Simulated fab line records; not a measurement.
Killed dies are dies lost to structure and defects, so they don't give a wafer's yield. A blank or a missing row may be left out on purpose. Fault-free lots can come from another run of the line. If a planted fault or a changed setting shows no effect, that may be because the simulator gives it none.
A lot that was struck, set against a sound lot ; flow nand harc ; 15 steps out of a route of 1159
Sound: wafers L583.1, L583.2, L583.6. The struck wafers were L581.4, L581.5, L581.6. The cause comes at the end.
For every step that has rows: the tool of each side, followed by ch and its chambers, followed by its first start. Under that, the readings that differ: sound wafers ; struck wafers ; difference of the means ; sigmas: that difference in standard deviations of wafers without a fault.
alike: words and numbers the same on both sides, and readings whose means are apart by under 2 such deviations; not compared: readings that were withheld, readings missing a value for some wafer, numbers with overlapping values and no deviation given by the record, and bounds like >300 which may hide the same value.
The two part at a step that has a row with sigmas, a row that says differs or no value, or rows on one side only. When numbers do not overlap yet have no deviation, they are printed without sigmas and do not part them. A reading missing from all wafers of one side parts the sides only when that side holds two or more wafers.

first, 3 steps without rows for these wafers: NHARC_P_GATE_EXPOSE_08 (exposes mask P HV); NHARC_P_GATE_PEB_09 (peb time 85 s); NHARC_P_GATE_DEVELOP_10 (time 70 s).
NHARC_P_GATE_CD_MEAS_11 targets a cd of 1640 nm.
  sound on cd sem-03 ch 0, day 5 12:49; struck on cd sem-03 ch 0, day 5 05:37
  alike: cd nm
then, 1 step without rows for these wafers: NHARC_P_GATE_HARDBAKE_12 (time 80 s).
NHARC_P_GATE_DESCUM_13: chemistry O2, time 3 s.
  sound on rie diel-12 ch 0,1, day 5 12:59; struck on rie diel-04 ch 0,2,3, day 5 05:49
  alike: drypump motor current A, oes product au, rf vpp V, showerhead plenum p Torr, throttle valve pct
  not compared: rf hours counter h
then, 6 steps without rows for these wafers: NHARC_P_GATE_ETCH_14 (etches SiO2 in dHF, target depth 48.8 nm); NHARC_P_GATE_STRIP_15 (strips in SPM, time 780 s); NHARC_P_GATE_PRECLEAN_71 (cleans in SC1); NHARC_P_GATE_SRD_72; NHARC_P_GATE_OXIDE_16 (material SiO2, target thk 3 nm, ox time 392 s); NHARC_P_GATE_CVD_17 (deposits poly-Si, target thk 150 nm, time 900 s).
NHARC_P_GATE_HM_DEP_102: deposits aC, target thk 120 nm.
  sound on acl dep-02 ch 0, day 6 01:26; struck on acl dep-02 ch 0, day 5 19:29
  alike: throttle valve pct
NHARC_P_GATE_DEP_103: deposits SiON, target thk 30 nm.
  sound on pecvd-02 ch 1,2, day 6 02:06; struck on pecvd-01 ch 0,1,2, day 5 19:55
  alike: heater power w
next, for these wafers, 1 step has no rows: NHARC_END_SORT_01.

== WHERE THEY PART ==
Nowhere in this record.

WHY: whatever the simulator had introduced
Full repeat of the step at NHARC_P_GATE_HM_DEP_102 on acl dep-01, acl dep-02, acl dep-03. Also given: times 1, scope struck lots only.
